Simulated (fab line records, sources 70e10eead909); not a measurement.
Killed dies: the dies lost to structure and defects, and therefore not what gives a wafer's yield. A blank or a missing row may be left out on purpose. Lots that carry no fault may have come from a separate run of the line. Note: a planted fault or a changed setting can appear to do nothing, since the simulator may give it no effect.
fab line records || flow nand_harc
record: {"lots": 6, "wafers": 18, "last_day": 24}
route steps=1159 shown P_CONTACT@217 END@1159
lots that met no fault: taken from a fault-free run of the same line
start_h: start of the lot's first displayed wafer, in hours after the record's first day || wait_h: how many hours have passed since the lot's step before this one || " identical to the entry in the row above || L1.1+2: one row covering several wafers at once || - no value, or no start given || * or withheld: withheld || < > ~ a bound
route shown NAME@n: NAME is a module with steps in the file, n the number in the route of the first one || usual: mean/standard deviation of fault-free wafers || same: alike in all rows || chamber/n: place in a boat || sites: readings site by site || _std_site: their standard deviation || _edge_site: mean of outer sites minus mean of inner sites || radius_mm: how far each site lies from the wafer's centre || mask NAME#n: copy n || behind: the most recent tool/chamber to have shaped the wafer || hold: reason for holding the lot/hours on hold/outcome of the hold || device: the n, p or np transistor that did not switch || end of line: the tests these same wafers got at the end of their route || for a step that has no rows: nothing shown but its recipe || killed: not the wafer's yield, but the dies lost to structure and defects at the first sort || map: per-die view of a wafer (x killed, . not killed, _ where there is no die)
set.NAME: the setting that was run; set.NAME@STEP: the one run at that earlier step || model.NAME: the simulator's own value behind a step, which no gauge read
lots at some steps of the route; a table a step, a row a wafer
services: from which hour (start_h, from the record's first day; less than 0 if before it) a tool's chamber was out of use, for how many hours, and why
== steps ==
step: NHARC_P_CONTACT_DEP_30
recipe: {"target_thk_a": 300, "temp_c": 400, "target_thk_nm": 30, "flow_sccm": 200, "rf_w": 450, "material": "SiNx"}
usual: {"heater_power_w": "687/68"}
{"lot.wafer": "L825.1", "tool": "pecvd-01", "chamber": 0, "start_h": 130.56, "wait_h": 0.1, "heater_power_w": 723}
{"lot.wafer": "L825.4", "tool": "pecvd-01", "chamber": 0, "start_h": 130.56, "wait_h": 0.1, "heater_power_w": 707}
{"lot.wafer": "L825.6", "tool": "pecvd-01", "chamber": 1, "start_h": 130.56, "wait_h": 0.1, "heater_power_w": 825}
{"lot.wafer": "L826.2", "tool": "pecvd-03", "chamber": 0, "start_h": 130.85, "wait_h": 0.1, "heater_power_w": 727}
{"lot.wafer": "L826.1", "tool": "pecvd-03", "chamber": 2, "start_h": 130.85, "wait_h": 0.1, "heater_power_w": 692}
{"lot.wafer": "L826.4", "tool": "pecvd-03", "chamber": 1, "start_h": 130.85, "wait_h": 0.1, "heater_power_w": 669}
{"lot.wafer": "L835.1", "tool": "pecvd-01", "chamber": 1, "start_h": 182.69, "wait_h": 0.1, "heater_power_w": 785}
{"lot.wafer": "L835.6", "tool": "pecvd-01", "chamber": 2, "start_h": 182.69, "wait_h": 0.1, "heater_power_w": 785}
{"lot.wafer": "L835.5", "tool": "pecvd-01", "chamber": 0, "start_h": 182.69, "wait_h": 0.1, "heater_power_w": 645}
{"lot.wafer": "L834.1", "tool": "pecvd-01", "chamber": 2, "start_h": 184.86, "wait_h": 0.1, "heater_power_w": 700}
{"lot.wafer": "L834.2", "tool": "pecvd-01", "chamber": 0, "start_h": 184.86, "wait_h": 0.1, "heater_power_w": 565}
{"lot.wafer": "L834.6", "tool": "pecvd-01", "chamber": 1, "start_h": 184.86, "wait_h": 0.1, "heater_power_w": 669}
{"lot.wafer": "L837.1", "tool": "pecvd-03", "chamber": 0, "start_h": 200.84, "wait_h": 0.1, "heater_power_w": 742}
{"lot.wafer": "L837.4", "tool": "pecvd-03", "chamber": 2, "start_h": 200.84, "wait_h": 0.1, "heater_power_w": 722}
{"lot.wafer": "L837.5", "tool": "pecvd-03", "chamber": 0, "start_h": 200.84, "wait_h": 0.1, "heater_power_w": 753}
{"lot.wafer": "L843.1", "tool": "pecvd-02", "chamber": 2, "start_h": 238.25, "wait_h": 0.1, "heater_power_w": 801}
{"lot.wafer": "L843.5", "tool": "pecvd-02", "chamber": 2, "start_h": 238.25, "wait_h": 0.1, "heater_power_w": 839}
{"lot.wafer": "L843.4", "tool": "pecvd-02", "chamber": 0, "start_h": 238.25, "wait_h": 0.1, "heater_power_w": 667}
step: NHARC_P_CONTACT_DEP_00
recipe: {"target_thk_a": 5000, "temp_c": 400, "pressure_torr": 6.5, "rf_w": 900, "teos_flow_sccm": 161.4, "flow_sccm": 2650, "target_thk_nm": 500, "gas": "O2", "material": "SiO2"}
usual: {"flow_sccm": "2649/7.6", "heater_power_w": "528/69", "showerhead_vpp_V": "1814/110", "throttle_valve_pct": "15.9/0.64"}
{"lot.wafer": "L825.1", "tool": "pecvd-01", "chamber": 0, "start_h": "-", "wait_h": "-", "flow_sccm": 2641, "heater_power_w": 553, "showerhead_vpp_V": 1813, "throttle_valve_pct": 16.1}
{"lot.wafer": "L825.4", "tool": "pecvd-01", "chamber": 0, "start_h": "-", "wait_h": "-", "flow_sccm": 2637, "heater_power_w": 557, "showerhead_vpp_V": 1813, "throttle_valve_pct": 16.1}
{"lot.wafer": "L825.6", "tool": "pecvd-01", "chamber": 1, "start_h": "-", "wait_h": "-", "flow_sccm": 2652, "heater_power_w": 560, "showerhead_vpp_V": 2009, "throttle_valve_pct": 15.2}
{"lot.wafer": "L826.2", "tool": "pecvd-03", "chamber": 0, "start_h": "-", "wait_h": "-", "flow_sccm": 2660, "heater_power_w": 585, "showerhead_vpp_V": 1636, "throttle_valve_pct": 16.2}
{"lot.wafer": "L826.1", "tool": "pecvd-03", "chamber": 2, "start_h": "-", "wait_h": "-", "flow_sccm": 2638, "heater_power_w": 560, "showerhead_vpp_V": 1923, "throttle_valve_pct": 15.9}
{"lot.wafer": "L826.4", "tool": "pecvd-03", "chamber": 1, "start_h": "-", "wait_h": "-", "flow_sccm": 2664, "heater_power_w": 518, "showerhead_vpp_V": 1790, "throttle_valve_pct": 15.8}
{"lot.wafer": "L835.1", "tool": "pecvd-01", "chamber": 1, "start_h": "-", "wait_h": "-", "flow_sccm": 2658, "heater_power_w": 608, "showerhead_vpp_V": 2014, "throttle_valve_pct": 15.3}
{"lot.wafer": "L835.6", "tool": "pecvd-01", "chamber": 2, "start_h": "-", "wait_h": "-", "flow_sccm": 2652, "heater_power_w": 571, "showerhead_vpp_V": 1801, "throttle_valve_pct": 17.1}
{"lot.wafer": "L835.5", "tool": "pecvd-01", "chamber": 0, "start_h": "-", "wait_h": "-", "flow_sccm": 2635, "heater_power_w": 464, "showerhead_vpp_V": 1826, "throttle_valve_pct": 16.3}
{"lot.wafer": "L834.1", "tool": "pecvd-01", "chamber": 2, "start_h": "-", "wait_h": "-", "flow_sccm": 2650, "heater_power_w": 513, "showerhead_vpp_V": 1819, "throttle_valve_pct": 17.1}
{"lot.wafer": "L834.2", "tool": "pecvd-01", "chamber": 0, "start_h": "-", "wait_h": "-", "flow_sccm": 2656, "heater_power_w": 521, "showerhead_vpp_V": 1779, "throttle_valve_pct": 16.1}
{"lot.wafer": "L834.6", "tool": "pecvd-01", "chamber": 1, "start_h": "-", "wait_h": "-", "flow_sccm": 2647, "heater_power_w": 646, "showerhead_vpp_V": 1998, "throttle_valve_pct": 15.4}
{"lot.wafer": "L837.1", "tool": "pecvd-03", "chamber": 0, "start_h": "-", "wait_h": "-", "flow_sccm": 2634, "heater_power_w": 526, "showerhead_vpp_V": 1627, "throttle_valve_pct": 16.1}
{"lot.wafer": "L837.4", "tool": "pecvd-03", "chamber": 2, "start_h": "-", "wait_h": "-", "flow_sccm": 2651, "heater_power_w": 513, "showerhead_vpp_V": 1945, "throttle_valve_pct": 16.1}
{"lot.wafer": "L837.5", "tool": "pecvd-03", "chamber": 0, "start_h": "-", "wait_h": "-", "flow_sccm": 2635, "heater_power_w": 547, "showerhead_vpp_V": 1620, "throttle_valve_pct": 16.3}
{"lot.wafer": "L843.1", "tool": "pecvd-02", "chamber": 2, "start_h": "-", "wait_h": "-", "flow_sccm": 2649, "heater_power_w": 713, "showerhead_vpp_V": 1721, "throttle_valve_pct": 14.7}
{"lot.wafer": "L843.5", "tool": "pecvd-02", "chamber": 2, "start_h": "-", "wait_h": "-", "flow_sccm": 2646, "heater_power_w": 539, "showerhead_vpp_V": 1753, "throttle_valve_pct": 15.1}
{"lot.wafer": "L843.4", "tool": "pecvd-02", "chamber": 0, "start_h": "-", "wait_h": "-", "flow_sccm": 2648, "heater_power_w": 521, "showerhead_vpp_V": 1722, "throttle_valve_pct": 15.3}
step: NHARC_P_CONTACT_CMP_01
recipe: {"target_thk_nm": 200, "material": "SiO2"}
usual: {"motor_current_A": "12.2/1"}
{"lot.wafer": "L825.4", "tool": "cmp-03", "chamber": 2, "start_h": 131.33, "wait_h": "-", "motor_current_A": 13.8}
{"lot.wafer": "L825.1", "tool": "cmp-03", "chamber": 3, "start_h": 131.33, "wait_h": "-", "motor_current_A": 11.1}
{"lot.wafer": "L825.6", "tool": "cmp-03", "chamber": 1, "start_h": 131.33, "wait_h": "-", "motor_current_A": 11.2}
{"lot.wafer": "L826.4", "tool": "cmp-04", "chamber": 2, "start_h": 131.55, "wait_h": "-", "motor_current_A": 12.1}
{"lot.wafer": "L826.2", "tool": "cmp-04", "chamber": 3, "start_h": 131.55, "wait_h": "-", "motor_current_A": 10.9}
{"lot.wafer": "L826.1", "tool": "cmp-04", "chamber": 1, "start_h": 131.55, "wait_h": "-", "motor_current_A": 13.1}
{"lot.wafer": "L835.1", "tool": "cmp-04", "chamber": 0, "start_h": 183.45, "wait_h": "-", "motor_current_A": 13.0}
{"lot.wafer": "L835.6", "tool": "cmp-04", "chamber": 2, "start_h": 183.45, "wait_h": "-", "motor_current_A": 11.6}
{"lot.wafer": "L835.5", "tool": "cmp-04", "chamber": 3, "start_h": 183.45, "wait_h": "-", "motor_current_A": 11.4}
{"lot.wafer": "L834.2", "tool": "cmp-03", "chamber": 0, "start_h": 185.53, "wait_h": "-", "motor_current_A": 13.0}
{"lot.wafer": "L834.1", "tool": "cmp-03", "chamber": 3, "start_h": 185.53, "wait_h": "-", "motor_current_A": 11.9}
{"lot.wafer": "L834.6", "tool": "cmp-03", "chamber": 1, "start_h": 185.53, "wait_h": "-", "motor_current_A": 10.8}
{"lot.wafer": "L837.1", "tool": "cmp-04", "chamber": 0, "start_h": 201.47, "wait_h": "-", "motor_current_A": 12.3}
{"lot.wafer": "L837.4", "tool": "cmp-04", "chamber": 2, "start_h": 201.47, "wait_h": "-", "motor_current_A": 11.2}
{"lot.wafer": "L837.5", "tool": "cmp-04", "chamber": 0, "start_h": 201.47, "wait_h": "-", "motor_current_A": 12.4}
{"lot.wafer": "L843.1", "tool": "cmp-02", "chamber": 1, "start_h": 238.96, "wait_h": "-", "motor_current_A": 11.0}
{"lot.wafer": "L843.4", "tool": "cmp-02", "chamber": 3, "start_h": 238.96, "wait_h": "-", "motor_current_A": 12.7}
{"lot.wafer": "L843.5", "tool": "cmp-02", "chamber": 2, "start_h": 238.96, "wait_h": "-", "motor_current_A": 12.2}
step: NHARC_P_CONTACT_SRD_03
step: NHARC_P_CONTACT_DEHYDRATE_04
recipe: {"temp_c": 150, "time_s": 120}
step: NHARC_P_CONTACT_HMDS_05
recipe: {"time_s": 30}
step: NHARC_P_CONTACT_COAT_33
recipe: {"temp_c": 260, "time_s": 75}
step: NHARC_P_CONTACT_COAT_34
recipe: {"temp_c": 225, "time_s": 65}
step: NHARC_P_CONTACT_COAT_06
recipe: {"spin_rpm": 1500, "resist_thk_nm": 90}
step: NHARC_P_CONTACT_SOFTBAKE_07
recipe: {"temp_c": 105, "time_s": 55}
step: NHARC_P_CONTACT_EBR_08
step: NHARC_P_CONTACT_EXPOSE_09
recipe: {"na": 1.35, "target_cd_nm": 90, "dose_mj": 81.26, "mask_id": "P_CA"}
{"lot.wafer": "L825.1+4+6", "tool": "arfi_scanner-01", "chamber": 0, "start_h": 131.96, "wait_h": "-", "mask": "P_CA#0", "model.P_CONTACT.overlay_x_nm": -0.1407}
{"lot.wafer": "L826.1+2+4", "tool": "arfi_scanner-02", "chamber": 0, "start_h": 132.25, "wait_h": "-", "mask": "P_CA#0", "model.P_CONTACT.overlay_x_nm": 0.9766}
{"lot.wafer": "L835.1+5+6", "tool": "arfi_scanner-01", "chamber": 0, "start_h": 184.09, "wait_h": "-", "mask": "P_CA#0", "model.P_CONTACT.overlay_x_nm": 0.05446}
{"lot.wafer": "L834.1+2+6", "tool": "arfi_scanner-02", "chamber": 0, "start_h": 186.22, "wait_h": "-", "mask": "P_CA#0", "model.P_CONTACT.overlay_x_nm": 10.63}
{"lot.wafer": "L837.1+4+5", "tool": "arfi_scanner-02", "chamber": 0, "start_h": 202.17, "wait_h": "-", "mask": "P_CA#0", "model.P_CONTACT.overlay_x_nm": 10.15}
{"lot.wafer": "L843.1+4+5", "tool": "arfi_scanner-01", "chamber": 0, "start_h": 239.54, "wait_h": "-", "mask": "P_CA#0", "model.P_CONTACT.overlay_x_nm": -0.3582}
step: NHARC_P_CONTACT_PEB_10
recipe: {"peb_temp_c": 100, "peb_time_s": 65}
step: NHARC_P_CONTACT_DEVELOP_11
recipe: {"develop_time_s": 35, "dev_temp_c": 23}
step: NHARC_P_CONTACT_CD_MEAS_12
recipe: {"target_cd_nm": 90, "landing_energy_ev": 500}
usual: {"cd_nm": "89.6/0.75"}
{"lot.wafer": "L825.1", "tool": "cd_sem-01", "chamber": 0, "start_h": 132.11, "wait_h": "-", "cd_nm": 89.5}
{"lot.wafer": "L825.4", "tool": "cd_sem-01", "chamber": 0, "start_h": 132.11, "wait_h": "-", "cd_nm": 88.9}
{"lot.wafer": "L825.6", "tool": "cd_sem-01", "chamber": 0, "start_h": 132.11, "wait_h": "-", "cd_nm": 90.0}
{"lot.wafer": "L826.1", "tool": "cd_sem-02", "chamber": 0, "start_h": 132.39, "wait_h": "-", "cd_nm": 90.4}
{"lot.wafer": "L826.2", "tool": "cd_sem-02", "chamber": 0, "start_h": 132.39, "wait_h": "-", "cd_nm": 87.1}
{"lot.wafer": "L826.4", "tool": "cd_sem-02", "chamber": 0, "start_h": 132.39, "wait_h": "-", "cd_nm": 89.0}
{"lot.wafer": "L835.1", "tool": "cd_sem-01", "chamber": 0, "start_h": 184.23, "wait_h": "-", "cd_nm": 90.7}
{"lot.wafer": "L835.5", "tool": "cd_sem-01", "chamber": 0, "start_h": 184.23, "wait_h": "-", "cd_nm": 91.1}
{"lot.wafer": "L835.6", "tool": "cd_sem-01", "chamber": 0, "start_h": 184.23, "wait_h": "-", "cd_nm": 90.3}
{"lot.wafer": "L834.1", "tool": "cd_sem-02", "chamber": 0, "start_h": 186.36, "wait_h": "-", "cd_nm": 90.0}
{"lot.wafer": "L834.2", "tool": "cd_sem-02", "chamber": 0, "start_h": 186.36, "wait_h": "-", "cd_nm": 89.7}
{"lot.wafer": "L834.6", "tool": "cd_sem-02", "chamber": 0, "start_h": 186.36, "wait_h": "-", "cd_nm": 88.9}
{"lot.wafer": "L837.1", "tool": "cd_sem-03", "chamber": 0, "start_h": 202.30, "wait_h": "-", "cd_nm": 89.4}
{"lot.wafer": "L837.4", "tool": "cd_sem-03", "chamber": 0, "start_h": 202.30, "wait_h": "-", "cd_nm": 89.4}
{"lot.wafer": "L837.5", "tool": "cd_sem-03", "chamber": 0, "start_h": 202.30, "wait_h": "-", "cd_nm": 89.9}
{"lot.wafer": "L843.1", "tool": "cd_sem-03", "chamber": 0, "start_h": 239.68, "wait_h": "-", "cd_nm": 89.2}
{"lot.wafer": "L843.4", "tool": "cd_sem-03", "chamber": 0, "start_h": 239.68, "wait_h": "-", "cd_nm": 89.8}
{"lot.wafer": "L843.5", "tool": "cd_sem-03", "chamber": 0, "start_h": 239.68, "wait_h": "-", "cd_nm": 89.3}
step: NHARC_P_CONTACT_OVL_MEAS_13
usual: {"overlay_x_nm": "0.1/0.85", "overlay_y_nm": "0.0/0.79"}
{"lot.wafer": "L825.1", "tool": "overlay-01", "chamber": "-", "start_h": 132.21, "wait_h": "-", "overlay_x_nm": -0.3, "overlay_y_nm": -0.5}
{"lot.wafer": "L825.4", "tool": "overlay-01", "chamber": "-", "start_h": 132.21, "wait_h": "-", "overlay_x_nm": 0.2, "overlay_y_nm": -1.1}
{"lot.wafer": "L825.6", "tool": "overlay-01", "chamber": "-", "start_h": 132.21, "wait_h": "-", "overlay_x_nm": 0.1, "overlay_y_nm": 0.3}
{"lot.wafer": "L826.1", "tool": "overlay-02", "chamber": "-", "start_h": 132.48, "wait_h": "-", "overlay_x_nm": 0.6, "overlay_y_nm": 0.7}
{"lot.wafer": "L826.2", "tool": "overlay-02", "chamber": "-", "start_h": 132.48, "wait_h": "-", "overlay_x_nm": 1.7, "overlay_y_nm": -0.1}
{"lot.wafer": "L826.4", "tool": "overlay-02", "chamber": "-", "start_h": 132.48, "wait_h": "-", "overlay_x_nm": 0.8, "overlay_y_nm": 0.2}
{"lot.wafer": "L835.1", "tool": "overlay-02", "chamber": "-", "start_h": 184.32, "wait_h": "-", "overlay_x_nm": 0.1, "overlay_y_nm": 0.7}
{"lot.wafer": "L835.5", "tool": "overlay-02", "chamber": "-", "start_h": 184.32, "wait_h": "-", "overlay_x_nm": 0.1, "overlay_y_nm": -0.2}
{"lot.wafer": "L835.6", "tool": "overlay-02", "chamber": "-", "start_h": 184.32, "wait_h": "-", "overlay_x_nm": 0.0, "overlay_y_nm": -0.3}
{"lot.wafer": "L834.1", "tool": "overlay-01", "chamber": "-", "start_h": 186.47, "wait_h": "-", "overlay_x_nm": 10.4, "overlay_y_nm": 1.3}
{"lot.wafer": "L834.2", "tool": "overlay-01", "chamber": "-", "start_h": 186.47, "wait_h": "-", "overlay_x_nm": 10.4, "overlay_y_nm": 1.1}
{"lot.wafer": "L834.6", "tool": "overlay-01", "chamber": "-", "start_h": 186.47, "wait_h": "-", "overlay_x_nm": 10.8, "overlay_y_nm": 0.9}
{"lot.wafer": "L837.1", "tool": "overlay-01", "chamber": "-", "start_h": 202.39, "wait_h": "-", "overlay_x_nm": 9.9, "overlay_y_nm": -0.2}
{"lot.wafer": "L837.4", "tool": "overlay-01", "chamber": "-", "start_h": 202.39, "wait_h": "-", "overlay_x_nm": 10.3, "overlay_y_nm": -0.5}
{"lot.wafer": "L837.5", "tool": "overlay-01", "chamber": "-", "start_h": 202.39, "wait_h": "-", "overlay_x_nm": 10.0, "overlay_y_nm": -0.1}
{"lot.wafer": "L843.1", "tool": "overlay-02", "chamber": "-", "start_h": 239.77, "wait_h": "-", "overlay_x_nm": -0.4, "overlay_y_nm": 2.4}
{"lot.wafer": "L843.4", "tool": "overlay-02", "chamber": "-", "start_h": 239.77, "wait_h": "-", "overlay_x_nm": -0.5, "overlay_y_nm": 1.5}
{"lot.wafer": "L843.5", "tool": "overlay-02", "chamber": "-", "start_h": 239.77, "wait_h": "-", "overlay_x_nm": 0.0, "overlay_y_nm": 1.5}
step: NHARC_P_CONTACT_INSPECT_14
usual: {"raw_defect_count": "3.7/1.9"}
{"lot.wafer": "L825.1", "tool": "defect_inspect-01", "chamber": "-", "start_h": 132.25, "wait_h": 0.0, "raw_defect_count": 3}
{"lot.wafer": "L825.4", "tool": "defect_inspect-01", "chamber": "-", "start_h": 132.25, "wait_h": 0.0, "raw_defect_count": 1}
{"lot.wafer": "L825.6", "tool": "defect_inspect-01", "chamber": "-", "start_h": 132.25, "wait_h": 0.0, "raw_defect_count": 2}
{"lot.wafer": "L826.1", "tool": "defect_inspect-02", "chamber": "-", "start_h": 132.52, "wait_h": 0.0, "raw_defect_count": 4}
{"lot.wafer": "L826.2", "tool": "defect_inspect-02", "chamber": "-", "start_h": 132.52, "wait_h": 0.0, "raw_defect_count": 3}
{"lot.wafer": "L826.4", "tool": "defect_inspect-02", "chamber": "-", "start_h": 132.52, "wait_h": 0.0, "raw_defect_count": 6}
{"lot.wafer": "L835.1", "tool": "defect_inspect-02", "chamber": "-", "start_h": 184.35, "wait_h": 0.0, "raw_defect_count": 7}
{"lot.wafer": "L835.5", "tool": "defect_inspect-02", "chamber": "-", "start_h": 184.35, "wait_h": 0.0, "raw_defect_count": 5}
{"lot.wafer": "L835.6", "tool": "defect_inspect-02", "chamber": "-", "start_h": 184.35, "wait_h": 0.0, "raw_defect_count": 2}
{"lot.wafer": "L834.1", "tool": "defect_inspect-02", "chamber": "-", "start_h": 186.50, "wait_h": 0.0, "raw_defect_count": 6}
{"lot.wafer": "L834.2", "tool": "defect_inspect-02", "chamber": "-", "start_h": 186.50, "wait_h": 0.0, "raw_defect_count": 3}
{"lot.wafer": "L834.6", "tool": "defect_inspect-02", "chamber": "-", "start_h": 186.50, "wait_h": 0.0, "raw_defect_count": 7}
{"lot.wafer": "L837.1", "tool": "defect_inspect-01", "chamber": "-", "start_h": 202.43, "wait_h": 0.0, "raw_defect_count": 5}
{"lot.wafer": "L837.4", "tool": "defect_inspect-01", "chamber": "-", "start_h": 202.43, "wait_h": 0.0, "raw_defect_count": 5}
{"lot.wafer": "L837.5", "tool": "defect_inspect-01", "chamber": "-", "start_h": 202.43, "wait_h": 0.0, "raw_defect_count": 6}
{"lot.wafer": "L843.1", "tool": "defect_inspect-02", "chamber": "-", "start_h": 239.81, "wait_h": 0.0, "raw_defect_count": 4}
{"lot.wafer": "L843.4", "tool": "defect_inspect-02", "chamber": "-", "start_h": 239.81, "wait_h": 0.0, "raw_defect_count": 4}
{"lot.wafer": "L843.5", "tool": "defect_inspect-02", "chamber": "-", "start_h": 239.81, "wait_h": 0.0, "raw_defect_count": 3}
step: NHARC_END_SORT_01
recipe: {"temp_c": 25}
usual: {"killed_at_array": "24/8.4", "killed_at_other": "0.7/1.1", "killed_at_periphery": "2.9/1.7", "killed_dies": "27/8.6", "killed_open": "3.3/1.8", "killed_short": "1.8/1.4"}
same: {"gross_dies": 677}
{"lot.wafer": "L834.1", "tool": "prober-01", "chamber": 0, "start_h": 523.41, "wait_h": 2.5, "killed_at_array": 16, "killed_at_other": 2, "killed_at_periphery": 6, "killed_dies": 24, "killed_open": 4, "killed_short": 2}
{"lot.wafer": "L834.2", "tool": "prober-01", "chamber": 0, "start_h": 524.22, "wait_h": 2.8, "killed_at_array": 8, "killed_at_other": 2, "killed_at_periphery": 3, "killed_dies": 13, "killed_open": 1, "killed_short": 3}
{"lot.wafer": "L834.6", "tool": "prober-01", "chamber": 0, "start_h": 527.47, "wait_h": 4.1, "killed_at_array": 12, "killed_at_other": 2, "killed_at_periphery": 4, "killed_dies": 18, "killed_open": 2, "killed_short": 1}
killed by level:class
L834.1 A_CONTACT:chamber_film_flake=5 P_GATE:chamber_film_flake=4 A_CHANNEL_HOLE_D1:chamber_film_flake=4 THIN_TSV:chamber_film_flake=2 P_GATE:geometric_particle:open=1 P_M1:geometric_particle:open=1 A_SGD_CUT:geometric_particle:short=1 A_SGD_CUT:geometric_particle:open=1
L834.2 A_CONTACT:chamber_film_flake=5 P_STI:geometric_particle:short=2 THIN_TSV:chamber_film_flake=2 P_CONTACT:geometric_particle:open=1 A_M1:geometric_particle:short=1 A_CHANNEL_HOLE_D1:chamber_film_flake=1 A_STAIRCASE:chamber_film_flake=1
L834.6 A_CHANNEL_HOLE_D1:chamber_film_flake=5 P_GATE:chamber_film_flake=3 A_CONTACT:chamber_film_flake=3 A_STAIRCASE:chamber_film_flake=2 P_CONTACT:geometric_particle:open=1 A_CHANNEL_FILL_D1:geometric_particle:short=1 A_CHANNEL_FILL_D1:geometric_particle:open=1 THIN_TSV:chamber_film_flake=1
== services ==
{"tool": "cmp-02", "chamber": "-", "start_h": 107.81, "hours": 0.3, "kind": "repair"}
{"tool": "cmp-02", "chamber": "-", "start_h": 110.71, "hours": 1.6, "kind": "repair"}
{"tool": "pecvd-03", "chamber": "-", "start_h": 111.00, "hours": 13.0, "kind": "pm"}
{"tool": "pecvd-03", "chamber": 0, "start_h": 111.00, "hours": 13.0, "kind": "vent_cycle"}
{"tool": "pecvd-02", "chamber": "-", "start_h": 153.00, "hours": 13.0, "kind": "pm"}
{"tool": "cmp-03", "chamber": "-", "start_h": 156.11, "hours": 4.0, "kind": "pm"}
{"tool": "cmp-03", "chamber": "-", "start_h": 171.35, "hours": 2.6, "kind": "repair"}
{"tool": "cmp-02", "chamber": "-", "start_h": 173.01, "hours": 4.0, "kind": "pm"}
{"tool": "pecvd-02", "chamber": 0, "start_h": 180.62, "hours": 5.0, "kind": "repair"}
{"tool": "pecvd-02", "chamber": "-", "start_h": 182.66, "hours": 1.0, "kind": "repair"}
{"tool": "arfi_scanner-01", "chamber": "-", "start_h": 186.39, "hours": 0.7, "kind": "repair"}
{"tool": "arfi_scanner-01", "chamber": "-", "start_h": 196.00, "hours": 4.0, "kind": "pm"}
{"tool": "cmp-04", "chamber": "-", "start_h": 198.58, "hours": 2.2, "kind": "repair"}
{"tool": "cmp-04", "chamber": "-", "start_h": 202.03, "hours": 1.2, "kind": "repair"}
{"tool": "cmp-02", "chamber": "-", "start_h": 204.55, "hours": 1.7, "kind": "repair"}
{"tool": "pecvd-01", "chamber": "-", "start_h": 214.97, "hours": 0.8, "kind": "repair"}
{"tool": "cmp-03", "chamber": "-", "start_h": 216.21, "hours": 0.3, "kind": "repair"}
{"tool": "cmp-03", "chamber": "-", "start_h": 223.91, "hours": 0.5, "kind": "repair"}
{"tool": "cmp-04", "chamber": "-", "start_h": 225.27, "hours": 1.4, "kind": "repair"}
{"tool": "pecvd-01", "chamber": "-", "start_h": 237.00, "hours": 13.0, "kind": "pm"}
{"tool": "pecvd-01", "chamber": 0, "start_h": 237.00, "hours": 13.0, "kind": "vent_cycle"}
{"tool": "pecvd-01", "chamber": 1, "start_h": 237.00, "hours": 13.0, "kind": "vent_cycle"}
{"tool": "pecvd-01", "chamber": 2, "start_h": 237.00, "hours": 13.0, "kind": "vent_cycle"}
{"tool": "cmp-03", "chamber": "-", "start_h": 238.10, "hours": 1.6, "kind": "repair"}
== key ==
first_sign: {"step": "NHARC_P_CONTACT_OVL_MEAS_13", "reading": "overlay_x_nm", "direction": "up", "sigmas": 12, "usual": 0.1, "struck": 10.3}
effect none on later readings
model_effect: {"step": "NHARC_P_CONTACT_EXPOSE_09", "value": "P_CONTACT.overlay_x_nm", "without": 0.07796, "struck": 10.39}
met_at NHARC_P_CONTACT_EXPOSE_09
struck_wafers L834.1,L834.2,L834.6,L837.1,L837.4,L837.5
tester_left_out L834,L837
onset_between 132.25 186.22
fault: {"kind": "scanner_matching_overlay", "tool": "arfi_scanner-02", "chamber": "-", "onset_h": 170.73, "steps": "NHARC_P_CONTACT_EXPOSE_09", "offset": 10.314}
tester_left_out: of these lots the tester's yield and bins aren't shown, on N5 and GAA mostly nor the transistor test; their killed dies are dies lost to structure and defects alone, not to doping, threshold or leakage, so they don't give the yield
